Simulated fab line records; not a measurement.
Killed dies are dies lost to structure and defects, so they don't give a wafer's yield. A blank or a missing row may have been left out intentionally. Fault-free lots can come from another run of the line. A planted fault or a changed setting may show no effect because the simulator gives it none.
fab line records	flow n5Finfet
record: lots: 5	wafers: 14	lastDay: 19
route steps=1938 shown BEOL_M4@1099 BEOL_M5@1112 MIM_BOT_ETCH@1868 PASSIVATION@1936
lots with no fault: from the same line, run without faults
startH: hours from the record's opening day to when the first of the lot's shown wafers began	waitH: hours since the lot's step before	" as in the row above	L1.1+2: a single row standing in for several wafers	- no value, or no start given	* or withheld: withheld	< > ~ a bound
route shown NAME@n: NAME is a module with steps in the file, n the number in the route of the first one	usual: mean/standard deviation of fault-free wafers	same: alike in all rows	chamber/n: place in a boat	sites: each site's reading	_std_site: their standard deviation	_edge_site: mean of outer sites minus mean of inner sites	radiusMm: how far each site lies from the wafer's centre	mask NAME#n: copy n	behind: the most recent tool/chamber to have shaped the wafer	hold: why the lot went on hold/how many hours it stayed there/how the hold came to an end	device: names the non-switching transistor (n, p or np)	end of line: the same wafers' tests at the end of the route	for a step that has no rows: nothing shown but its recipe	killed: not the wafer's yield, but the dies lost to structure and defects at the first sort	map: shows each die of a wafer: x if killed, . if not, _ if none is there
set.NAME: the run value of the setting; set.NAME@STEP: its run value at that earlier step	model.NAME: the simulator's own value behind a step, which no gauge read
certain route steps with their lots: each step a table, each wafer a row
services: the hour from which a tool's chamber was out of use, counted from the record's first day as startH (under 0 if before that day), plus the number of hours and why
== steps ==
step: N5_BEOL_M4_ANNEAL_95
recipe: tempC: 400	timeS: 240	ambient: vacuum
step: N5_BEOL_M4_SPUTTER_96
recipe: material: Cu	targetThkA: 45	tempC: -20	chamberPressurePa: 0.07	powerW: withheld	timeS: 8.29
step: N5_BEOL_M4_ECD_50
recipe: material: Cu	targetThkA: 3000
step: N5_BEOL_M4_ANNEAL_51
recipe: tempC: 225	timeS: 90	ambient: N2
step: N5_BEOL_M4_CMP_52
recipe: stopOn: SiOC	tOverpolishS: 6.8	downForcePsi: 1	platenRpm: 50	clearingPlatenDownForcePsi: 1.5	clearingPlatenRpm: 50	postCmpClean: cuAlkaline	targetThkNm: 40	clearingPlatenPadVelocityMS: 0.99484	padVelocityMS: 0.99484
step: N5_BEOL_M4_PRE_CLEAN_60
recipe: gas: NH3/H2	timeS: 15	tempC: *	rfPowerW: 300
step: N5_BEOL_M4_CO_CAP_55
recipe: material: Co	targetThkA: 20	tempC: 200	precursor: CCTBA/H2	pressureTorr: 30	timeS: 102.1
step: N5_BEOL_M4_PRE_CLEAN_56
recipe: gas: NH3	timeS: 15	tempC: withheld	rfPowerW: 300
step: N5_BEOL_M4_DEP_57
recipe: material: SiCN	targetThkA: 80	tempC: withheld	precursor: 3MS/NH3	pressureTorr: 3	rfW: 202	timeS: 14
step: N5_BEOL_M4_RC_MEAS_101
usual: DIBL_N: 36.8/1.9	DIBL_P: 36.5/2.1	IOFF_N: 0.17/0.038	IOFF_P: 0.22/0.039	ION_N: 675/12	ION_P: 463/7.4	SS_N: 71.6/0.71	SS_P: 73.4/0.72	VT_N: 249/3.3	VT_P: -250/3.3
lot.wafer	tool	chamber	startH	waitH	DIBL_N[mV/V]	DIBL_P[mV/V]	IOFF_N[nA/um]	IOFF_P[nA/um]	ION_N[uA/um]	ION_P[uA/um]	SS_N[mV/dec]	SS_P[mV/dec]	VT_N[mV]	VT_P[mV]
L553.1	prober-01	0	282.44	0.0	38.4	37.4	0.18	0.23	699	476	71.0	73.7	247	-249
L553.5	"	0	"	"	36.6	34.0	0.14	0.18	656	452	71.7	73.0	249	-255
L553.6	"	0	"	"	38.3	37.5	0.18	0.23	696	476	71.2	74.4	246	-248
L555.1	prober-01	0	291.64	0.0	33.5	34.7	0.12	0.19	677	466	70.7	72.1	253	-249
L555.3	"	0	"	"	34.3	35.5	0.15	0.21	679	467	70.9	72.6	248	-248
L555.6	"	0	"	"	34.6	36.5	0.15	0.22	677	466	70.8	73.1	249	-249
L557.1	prober-02	0	292.59	0.0	39.5	39.6	0.21	0.24	702	472	72.0	74.3	246	-251
L557.3	"	0	"	"	36.5	36.2	0.15	0.19	670	456	71.6	73.7	253	-252
L557.6	"	0	"	"	37.9	37.8	0.16	0.21	687	465	72.2	74.1	250	-251
L558.5	prober-01	0	314.15	0.6	38.4	38.9	0.18	0.21	679	455	71.9	74.4	247	-251
L558.6	"	0	"	"	36.6	36.7	0.14	0.18	668	456	71.1	74.0	251	-257
L563.1	prober-01	0	332.91	0.0	36.1	34.4	0.12	0.19	657	457	71.6	72.0	255	-252
L563.3	"	0	"	"	37.9	36.8	0.16	0.23	669	467	71.6	73.1	250	-249
L563.5	"	0	"	"	38.9	38.2	0.19	0.25	690	467	72.1	73.6	249	-247
step: N5_BEOL_M5_ILD_DEP_00
recipe: material: SiCOH_lowk	targetThkA: 1406.4	tempC: 300	precursor: DEMS/porogen	pressureTorr: 5	rfW: 500	timeS: 25.9
step: N5_BEOL_M5_CURE_79
recipe: tempC: 385	timeS: 240	ambient: He/Ar	material: SiCOH_lowk
step: N5_BEOL_M5_PECVD_70
recipe: material: SiO2	targetThkA: 160	tempC: 400	precursor: TEOS/O2	pressureTorr: 5.5	rfW: 450	teosFlowSccm: 53.8	gas: O2	flowSccm: 3000	timeS: 18
step: N5_BEOL_M5_HM_DEP_02
recipe: material: TiN	targetThkA: 200	tempC: 25	chamberPressurePa: 0.49996
step: N5_BEOL_M5_COAT_59
recipe: resist: SOC	tempC: 250	timeS: 60	spinRpm: 1500	resistThkNm: 60
step: N5_BEOL_M5_COAT_60
recipe: resist: SiARC	tempC: 220	timeS: 60	spinRpm: 1500	resistThkNm: 12
step: N5_BEOL_M5_COAT_71
recipe: resist: underlayer	tempC: 205	timeS: 60	spinRpm: 1500	resistThkNm: 5
step: N5_BEOL_M5_COAT_05
recipe: resist: CAR-EUV	spinRpm: 1500	resistThkNm: 30
step: N5_BEOL_M5_EBR_07
recipe: solvent: PGMEA	ebrWidthMm: 1.5
step: N5_BEOL_M5_SOFTBAKE_06
recipe: tempC: 110	timeS: 60	resist: CAR-EUV
step: N5_BEOL_M5_EXPOSE_08
recipe: maskId: M5	na: 0.33	sourceShape: annular	sigmaInner: 0.4	sigmaOuter: 0.8	polarization: unpolarized	targetCdNm: 28	doseMj: 35.75
step: N5_BEOL_M5_PEB_09
recipe: pebTempC: 100	pebTimeS: 60	resist: CAR-EUV
step: N5_BEOL_M5_DEVELOP_10
recipe: developTimeS: 30	developer: TMAH	resist: CAR-EUV	rinseLiquid: surfactantRinse	dry: airSpin	devTempC: 23
step: N5_BEOL_M5_DESCUM_16
recipe: chemistry: O2	timeS: 7	sourcePowerW: 50	biasPowerW: 20	pressureMtorr: 20	rfFrequencyHz: 2.712e+07	tempC: 40	resist: CAR-EUV	o2FlowSccm: 225
step: N5_BEOL_M5_ETCH_72
recipe: chemistry: N2/H2	target: underlayer	targetDepthA: 65	maskMaterial: CAR-EUV	timeS: 5.2	ionEnergyEv: 200	pressureMtorr: 30	sourceW: 840	biasW: 150	n2FlowSccm: 200	h2FlowSccm: 200	ends: cleared
step: N5_BEOL_M5_ETCH_61
recipe: chemistry: CF4	target: SiARC	targetDepthA: 156	maskMaterial: CAR-EUV	timeS: 26	ionEnergyEv: 80	pressureMtorr: 40	sourceW: 545	biasW: 36	Ar_flow_sccm: 100	cf4FlowSccm: 100	ends: cleared
step: N5_BEOL_M5_ETCH_62
recipe: chemistry: N2/H2	target: SOC	targetDepthA: 750	overetchA: 150	maskMaterial: SiARC	tempC: 40	timeS: 112.5	ionEnergyEv: 200	pressureMtorr: 30	sourceW: 840	biasW: 150	n2FlowSccm: 200	h2FlowSccm: 200
step: N5_BEOL_M5_STRIP_63
recipe: chemistry: N2/H2	tempC: 40	n2FlowSccm: 200	h2FlowSccm: 200	rfFrequencyHz: 6e+07
step: N5_BEOL_M5_STRIP_73
recipe: chemistry: N2/H2	tempC: 40	n2FlowSccm: 200	h2FlowSccm: 200	rfFrequencyHz: 6e+07
step: N5_BEOL_M5_STRIP_64
recipe: chemistry: CF4	resist: SiARC	powerW: 300	biasPowerW: 75	pressureMtorr: 50	cf4FlowSccm: 150	rfFrequencyHz: 6e+07
step: N5_BEOL_M5_HM_OPEN_17
recipe: chemistry: Cl2/BCl3	targetDepthA: 200	overetchA: 60	target: TiN	maskMaterial: SOC	ionEnergyEv: 150	pressureMtorr: 10	icpW: 1000	biasW: 126	Cl2_flow_sccm: 53.25	bcl3FlowSccm: 21.75	Ar_flow_sccm: 25
step: N5_BEOL_M5_STRIP_19
recipe: chemistry: O2	powerW: 400	tempC: 40	pressureMtorr: 30	rfFrequencyHz: 6e+07	biasPowerW: 0	overashFraction: 0.2	o2FlowSccm: 225
step: N5_BEOL_M5_COAT_65
recipe: resist: SOC	tempC: 250	timeS: 60	spinRpm: 1500	resistThkNm: 60
step: N5_BEOL_M5_COAT_66
recipe: resist: SiARC	tempC: 220	timeS: 60	spinRpm: 1500	resistThkNm: 12
step: N5_MIM_BOT_ETCH_ETCH_00
recipe: chemistry: Cl2/BCl3	target: TiN	targetDepthA: 455	ionEnergyEv: 150	pressureMtorr: 10	icpW: 1000	biasW: 126	Cl2_flow_sccm: 53.25	bcl3FlowSccm: 21.75	Ar_flow_sccm: 25
usual: bcl3FlowSccm: 21.75/0.065	biasW: 126.0/0.42	chamberPressureMTorr: 10.000/0.0085	drypumpMotorCurrentA: 5.8/0.59	oesProductAu: 0.82/0.092	throttleValvePct: 22.0/0.38
lot.wafer	tool	chamber	startH	waitH	bcl3FlowSccm	biasW	chamberPressureMTorr	drypumpMotorCurrentA	oesProductAu	rfHoursCounterH	throttleValvePct	model.coat_of_MIM_BOT_LITHO_COAT_02.thkNm
L553.1	rieMetal-03	0	381.07	0.1	21.89	126.3	9.992	6.7	0.82	25	21.4	*
L553.5	"	1	"	"	21.64	126.4	10.012	5.3	0.88	-	22.2	*
L553.6	"	0	"	"	21.82	125.9	9.994	6.8	0.82	-	21.4	*
L555.1	rieMetal-01	0	382.17	0.1	-	-	-	-	-	-	-	*
L555.3	"	1	"	"	-	-	-	-	-	-	-	*
L555.6	"	0	"	"	-	-	-	-	-	-	-	*
L557.1	rieMetal-03	0	382.55	0.1	-	-	-	-	-	-	-	*
L557.3	"	0	"	"	-	-	-	-	-	-	-	*
L557.6	"	0	"	"	-	-	-	-	-	-	-	*
L558.5	rieMetal-02	0	410.09	0.1	-	-	-	-	-	-	-	*
L558.6	"	1	"	"	-	-	-	-	-	-	-	*
L563.1	rieMetal-01	0	442.04	0.1	21.80	125.8	9.986	5.8	0.91	4	22.2	*
L563.3	"	0	"	"	21.66	126.2	10.001	5.8	0.93	-	22.2	*
L563.5	"	1	"	"	21.74	126.5	10.001	5.4	0.78	-	22.1	*
step: N5_PASSIVATION_PROBE_49
usual: defectLimitedYield: 91.3/1.4	killed_at_M0_to_M3: 33/11	killed_at_M4_up: 15/6.2	killedAtContacts: 13/6.5	killedAtFrontEnd: 38/11	killedAtOther: 3.4/2.6	killedDies: 102/17	killedOnRim: 13/4.1	killedOpen: 67/12	killedShort: 34/7.9	sort_bin_5_function: 5.1/0.88	sort_bin_6_memory: 3.3/0.65	sortNPass: 1078/17	sortYieldPct: 91.3/1.4
same: grossDies: 1180	killedAtBackSide: 0	sort_bin_4_leakage[%]: 0	sort_bin_8_speed[%]: 0
lot.wafer	tool	chamber	startH	waitH	defectLimitedYield[%]	killed_at_M0_to_M3	killed_at_M4_up	killedAtContacts	killedAtFrontEnd	killedAtOther	killedDies	killedOnRim	killedOpen	killedShort	sort_bin_5_function[%]	sort_bin_6_memory[%]	sortNPass	sortYieldPct[%]
L553.1	prober-02	-	388.84	0.0	93.3	39	11	6	19	4	79	7	52	25	4.2	2.4	1101	93.3
L553.6	prober-02	-	389.09	0.3	94.2	20	13	10	23	3	69	7	45	23	3.3	2.5	1111	94.2
L557.1	prober-02	-	392.52	0.0	0	33	24	14	30	1079	1180	152	71	35	96.1	3.5	0	0
L557.3	prober-02	-	392.62	0.1	0	18	25	18	38	1081	1180	152	74	28	95.9	3.9	0	0
L557.6	prober-02	-	392.77	0.3	0	11	25	12	48	1084	1180	152	61	34	96.6	3.1	0	0
L555.1	prober-01	-	394.00	0.0	0	20	24	26	51	1059	1180	152	80	44	95.8	3.9	0	0
L555.3	prober-01	-	394.10	0.1	0	33	18	6	55	1068	1180	152	70	41	96.4	2.9	0	0
L555.6	prober-01	-	394.25	0.3	0	23	9	17	55	1076	1180	152	74	33	96.4	3.4	0	0
L558.5	prober-02	-	420.33	0.2	0	21	15	13	28	1103	1180	152	54	26	97.3	2.5	0	0
L558.6	prober-02	-	420.38	0.3	0	28	18	21	40	1073	1180	152	67	38	96.0	3.3	0	0
killed by level:class
L553.1 BEOL_M1:geometricParticle:open=11 BEOL_M2:geometricParticle:open=8 FIN_SAQP:geometricParticle:open=5 BEOL_M0_SAQP:geometricParticle:open=5 BEOL_M0_SAQP:geometricParticle:short=5 BEOL_M3:geometricParticle:short=4 STI_FIN_REVEAL:geometricParticle:open=3 MOL_CONTACT_COAG:geometricParticle:short=3
L553.6 MOL_CONTACT_COAG:geometricParticle:open=7 FIN_SAQP:geometricParticle:open=4 BEOL_M1:geometricParticle:open=4 BEOL_M6:geometricParticle:open=4 STARTING-WAFER:geometricParticle:short=4 STARTING-WAFER:geometricParticle:open=4 GATE_CUT:geometricParticle:short=3 MOL_CONTACT_COAG:geometricParticle:short=3
L557.1 MIM_BOT_ETCH:areaEtch=1072 BEOL_M4:geometricParticle:open=13 MOL_CONTACT_COAG:geometricParticle:open=12 BEOL_M2:geometricParticle:open=11 GATE_CUT:geometricParticle:open=5 BEOL_M1:geometricParticle:open=5 BEOL_M4:geometricParticle:short=5 BEOL_M0_SAQP:geometricParticle:open=4
L557.3 MIM_BOT_ETCH:areaEtch=1077 MOL_CONTACT_COAG:geometricParticle:open=17 BEOL_M4:geometricParticle:open=15 GATE_CUT:geometricParticle:short=11 BEOL_M2:geometricParticle:open=11 GATE_CUT:geometricParticle:open=7 FIN_SAQP:geometricParticle:short=4 FIN_SAQP:geometricParticle:open=4
L557.6 MIM_BOT_ETCH:areaEtch=1083 BEOL_M4:geometricParticle:open=15 MOL_CONTACT_COAG:geometricParticle:open=12 STI_FIN_REVEAL:geometricParticle:open=9 FIN_SAQP:geometricParticle:short=8 BEOL_M0_SAQP:geometricParticle:short=7 GATE_CUT:geometricParticle:short=5 STARTING-WAFER:geometricParticle:short=5
L555.1 MIM_BOT_ETCH:areaEtch=1055 MOL_CONTACT_COAG:geometricParticle:open=23 FIN_SAQP:geometricParticle:short=10 BEOL_M1:geometricParticle:open=9 BEOL_M4:geometricParticle:open=9 FIN_SAQP:geometricParticle:open=7 DUMMY_GATE:geometricParticle:open=6 GATE_CUT:geometricParticle:short=5
L555.3 MIM_BOT_ETCH:areaEtch=1067 FIN_SAQP:geometricParticle:short=24 FIN_SAQP:geometricParticle:open=15 BEOL_M4:geometricParticle:open=11 BEOL_M3:geometricParticle:open=8 BEOL_M0_SAQP:geometricParticle:short=7 BEOL_M0_SAQP:geometricParticle:open=7 MOL_CONTACT_COAG:geometricParticle:open=6
L555.6 MIM_BOT_ETCH:areaEtch=1073 STI_FIN_REVEAL:geometricParticle:open=16 MOL_CONTACT_COAG:geometricParticle:open=13 FIN_SAQP:geometricParticle:short=11 FIN_SAQP:geometricParticle:open=9 BEOL_M1:geometricParticle:open=9 BEOL_M3:geometricParticle:open=5 MOL_CONTACT_COAG:geometricParticle:short=4
L558.5 MIM_BOT_ETCH:areaEtch=1100 MOL_CONTACT_COAG:geometricParticle:open=13 BEOL_M4:geometricParticle:open=8 FIN_SAQP:geometricParticle:short=6 STI_FIN_REVEAL:geometricParticle:open=6 BEOL_M0_SAQP:geometricParticle:short=4 STARTING-WAFER:geometricParticle:short=4 FIN_SAQP:geometricParticle:open=3
L558.6 MIM_BOT_ETCH:areaEtch=1071 MOL_CONTACT_COAG:geometricParticle:open=18 FIN_SAQP:geometricParticle:short=13 BEOL_M0_SAQP:geometricParticle:short=8 FIN_SAQP:geometricParticle:open=7 BEOL_M4:geometricParticle:open=7 BEOL_M5:geometricParticle:open=6 BEOL_M0_SAQP:geometricParticle:open=5
map L555.1 (x killed, . not)
_________________xxxxxxxxxxxx________________
______________xxxxxxxxxxxxxxxxxx_____________
___________xxxxxxxxxxxxxxxxxxxxxxxx__________
__________xxxxxxxxxxxxxxxxxxxxxxxxxx_________
________xxxxxxxxxxxxxxxxxxxxxxxxxxxxxx_______
_______xxxxxxxxxxxxxxxxxxxxxxxxxxxxxxxx______
______xxxxxxxxxxxxxxxxxxxxxxxxxxxxxxxxxx_____
_____xxxxxxxxxxxxxxxxxxxxxxxxxxxxxxxxxxxx____
____xxxxxxxxxxxxxxxxxxxxxxxxxxxxxxxxxxxxxx___
___xxxxxxxxxxxxxxxxxxxxxxxxxxxxxxxxxxxxxxxx__
___xxxxxxxxxxxxxxxxxxxxxxxxxxxxxxxxxxxxxxxx__
__xxxxxxxxxxxxxxxxxxxxxxxxxxxxxxxxxxxxxxxxxx_
__xxxxxxxxxxxxxxxxxxxxxxxxxxxxxxxxxxxxxxxxxx_
_xxxxxxxxxxxxxxxxxxxxxxxxxxxxxxxxxxxxxxxxxxxx
_xxxxxxxxxxxxxxxxxxxxxxxxxxxxxxxxxxxxxxxxxxxx
_xxxxxxxxxxxxxxxxxxxxxxxxxxxxxxxxxxxxxxxxxxxx
_xxxxxxxxxxxxxxxxxxxxxxxxxxxxxxxxxxxxxxxxxxxx
_xxxxxxxxxxxxxxxxxxxxxxxxxxxxxxxxxxxxxxxxxxxx
_xxxxxxxxxxxxxxxxxxxxxxxxxxxxxxxxxxxxxxxxxxxx
_xxxxxxxxxxxxxxxxxxxxxxxxxxxxxxxxxxxxxxxxxxxx
_xxxxxxxxxxxxxxxxxxxxxxxxxxxxxxxxxxxxxxxxxxxx
__xxxxxxxxxxxxxxxxxxxxxxxxxxxxxxxxxxxxxxxxxx_
__xxxxxxxxxxxxxxxxxxxxxxxxxxxxxxxxxxxxxxxxxx_
___xxxxxxxxxxxxxxxxxxxxxxxxxxxxxxxxxxxxxxxx__
___xxxxxxxxxxxxxxxxxxxxxxxxxxxxxxxxxxxxxxxx__
____xxxxxxxxxxxxxxxxxxxxxxxxxxxxxxxxxxxxxx___
_____xxxxxxxxxxxxxxxxxxxxxxxxxxxxxxxxxxxx____
______xxxxxxxxxxxxxxxxxxxxxxxxxxxxxxxxxx_____
_______xxxxxxxxxxxxxxxxxxxxxxxxxxxxxxxx______
________xxxxxxxxxxxxxxxxxxxxxxxxxxxxxx_______
__________xxxxxxxxxxxxxxxxxxxxxxxxxx_________
___________xxxxxxxxxxxxxxxxxxxxxxxx__________
______________xxxxxxxxxxxxxxxxxx_____________
_________________xxxxxxxxxxxx________________
map L557.1 (x killed, . not)
_________________xxxxxxxxxxxx________________
______________xxxxxxxxxxxxxxxxxx_____________
___________xxxxxxxxxxxxxxxxxxxxxxxx__________
__________xxxxxxxxxxxxxxxxxxxxxxxxxx_________
________xxxxxxxxxxxxxxxxxxxxxxxxxxxxxx_______
_______xxxxxxxxxxxxxxxxxxxxxxxxxxxxxxxx______
______xxxxxxxxxxxxxxxxxxxxxxxxxxxxxxxxxx_____
_____xxxxxxxxxxxxxxxxxxxxxxxxxxxxxxxxxxxx____
____xxxxxxxxxxxxxxxxxxxxxxxxxxxxxxxxxxxxxx___
___xxxxxxxxxxxxxxxxxxxxxxxxxxxxxxxxxxxxxxxx__
___xxxxxxxxxxxxxxxxxxxxxxxxxxxxxxxxxxxxxxxx__
__xxxxxxxxxxxxxxxxxxxxxxxxxxxxxxxxxxxxxxxxxx_
__xxxxxxxxxxxxxxxxxxxxxxxxxxxxxxxxxxxxxxxxxx_
_xxxxxxxxxxxxxxxxxxxxxxxxxxxxxxxxxxxxxxxxxxxx
_xxxxxxxxxxxxxxxxxxxxxxxxxxxxxxxxxxxxxxxxxxxx
_xxxxxxxxxxxxxxxxxxxxxxxxxxxxxxxxxxxxxxxxxxxx
_xxxxxxxxxxxxxxxxxxxxxxxxxxxxxxxxxxxxxxxxxxxx
_xxxxxxxxxxxxxxxxxxxxxxxxxxxxxxxxxxxxxxxxxxxx
_xxxxxxxxxxxxxxxxxxxxxxxxxxxxxxxxxxxxxxxxxxxx
_xxxxxxxxxxxxxxxxxxxxxxxxxxxxxxxxxxxxxxxxxxxx
_xxxxxxxxxxxxxxxxxxxxxxxxxxxxxxxxxxxxxxxxxxxx
__xxxxxxxxxxxxxxxxxxxxxxxxxxxxxxxxxxxxxxxxxx_
__xxxxxxxxxxxxxxxxxxxxxxxxxxxxxxxxxxxxxxxxxx_
___xxxxxxxxxxxxxxxxxxxxxxxxxxxxxxxxxxxxxxxx__
___xxxxxxxxxxxxxxxxxxxxxxxxxxxxxxxxxxxxxxxx__
____xxxxxxxxxxxxxxxxxxxxxxxxxxxxxxxxxxxxxx___
_____xxxxxxxxxxxxxxxxxxxxxxxxxxxxxxxxxxxx____
______xxxxxxxxxxxxxxxxxxxxxxxxxxxxxxxxxx_____
_______xxxxxxxxxxxxxxxxxxxxxxxxxxxxxxxx______
________xxxxxxxxxxxxxxxxxxxxxxxxxxxxxx_______
__________xxxxxxxxxxxxxxxxxxxxxxxxxx_________
___________xxxxxxxxxxxxxxxxxxxxxxxx__________
______________xxxxxxxxxxxxxxxxxx_____________
_________________xxxxxxxxxxxx________________
== services ==
tool	chamber	startH	hours	kind
rieMetal-01	0	383.18	-	clean
rieMetal-01	0	383.18	12.4	scheduledDown
rieMetal-01	0	383.18	12.4	ventCycle
rieMetal-01	0	397.93	7.1	repair
== key ==
firstSign: step: N5_MIM_BOT_ETCH_ETCH_00	reading: toolRecord	direction: missing
effect: step: N5_PASSIVATION_PROBE_49	reading: killedAtOther	direction: up	sigmas: 99+	usual: 3.4	struck: 1077.9
modelEffect: step: N5_MIM_BOT_ETCH_ETCH_00	value: coat_of_MIM_BOT_LITHO_COAT_02.thkNm	without: *	struck: *
moreKillsBornAt: N5_MIM_BOT_ETCH_ETCH_00@rieMetal-03: 3232	N5_MIM_BOT_ETCH_ETCH_00@rieMetal-01: 3195	N5_MIM_BOT_ETCH_ETCH_00@rieMetal-02: 2171
metAt N5_MIM_BOT_ETCH_ETCH_00
struckWafers L555.1,L555.3,L555.6,L557.1,L557.3,L557.6,L558.5,L558.6
laterRowsLeftOut L555.1,L555.3,L555.6,L557.1,L557.3,L557.6,L558.5,L558.6
onsetBetween 381.07 382.17
fault: kind: skippedStepWhole	tool: rieMetal-01,rieMetal-02,rieMetal-03	chamber: -	onsetH: 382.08	steps: N5_MIM_BOT_ETCH_ETCH_00	scope: struckLotsOnly
laterRowsLeftOut: the simulator's readings of these wafers behind a module that went badly wrong aren't trusted and aren't shown, but for the sort
